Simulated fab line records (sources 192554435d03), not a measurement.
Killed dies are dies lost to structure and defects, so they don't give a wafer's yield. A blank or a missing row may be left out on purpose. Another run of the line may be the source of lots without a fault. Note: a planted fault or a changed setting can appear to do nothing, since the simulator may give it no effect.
One fault through the eyes of 2 desks || flow n5_finfet || each desk holds nothing but its own numbers, with what lay behind them at the end

## THE METROLOGY DESK
What the gauges read for every lot (on any tool): the sampled wafers with a number, averaged. Marked OUT: a lot whose mean sits more than 4 standard deviations from the usual mean, which makes it out of limits; the brackets give that distance.
Columns: A = M5_THK at N5_BEOL_M5_THK_MEAS_53, usual 62.3 nm
{"lot": "L914", "first seen here": "day 8 14:01", "A": 60.8}
{"lot": "L916", "first seen here": "day 9 05:35", "A": 62.8}
{"lot": "L921", "first seen here": "day 9 21:13", "A": 61.6}
{"lot": "L922", "first seen here": "day 10 06:17", "A": 61.4}
{"lot": "L923", "first seen here": "day 10 15:41", "A": 61.0}
{"lot": "L925", "first seen here": "day 11 18:03", "A": 63.4}
{"lot": "L927", "first seen here": "day 11 18:32", "A": 64.4}
{"lot": "L926", "first seen here": "day 12 03:20", "A": 61.8}
{"lot": "L934", "first seen here": "day 13 18:58", "A": 64.3}
{"lot": "L936", "first seen here": "day 14 09:54", "A": 61.7}
{"lot": "L935", "first seen here": "day 14 10:36", "A": 61.6}
{"lot": "L937", "first seen here": "day 14 14:31", "A": 61.8}
This desk found nothing out of limits on any of the 12 lots.

## DESK OF THE TOOL OWNER: litho_track-03
The tool's own readings at N5_BEOL_M6_COAT_22 (resist thk 30 nm): means of the sampled wafers that have a number, for each lot that ran on this tool. Marked OUT: a lot whose mean sits more than 4 standard deviations from the usual mean, which makes it out of limits; the brackets give that distance.
Columns: A = spin_speed_rpm at N5_BEOL_M6_COAT_22, usual 1499.9 rpm
{"lot": "L914", "first seen here": "day 8 16:50", "A": 1499.7}
{"lot": "L916", "first seen here": "day 9 10:47", "A": 1500.2}
{"lot": "L923", "first seen here": "day 10 20:21", "A": 1499.4}
{"lot": "L925", "first seen here": "day 11 21:48", "A": "1569.5 (+75) OUT"}
{"lot": "L927", "first seen here": "day 12 00:37", "A": "1569.2 (+75) OUT"}
{"lot": "L936", "first seen here": "day 14 14:14", "A": 1500.5}
This desk finds L925, L927 out of limits, L925 being first, at day 11 21:48 (spin_speed_rpm at N5_BEOL_M6_COAT_22). In limits: L914, L916, L923, L936.

## BROUGHT TOGETHER
The tool owner's desk had the chance to raise an alarm at day 11 21:48 on L925, L927.
The metrology desk saw nothing out of limits.
The metrology desk holds a record of L925, L927, inside its limits.
Every lot named ran N5_BEOL_M6_COAT_22 on litho_track-03.

## WHAT HAD BEEN PUT IN BY THE SIMULATOR
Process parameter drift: litho_track-03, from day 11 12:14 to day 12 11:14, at N5_BEOL_M6_COAT_22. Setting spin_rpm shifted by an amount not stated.
Lots struck among those shown: L925, L927.
Each desk's first reading out of limits, in hours after the fault started: the tool owner's desk, 10.
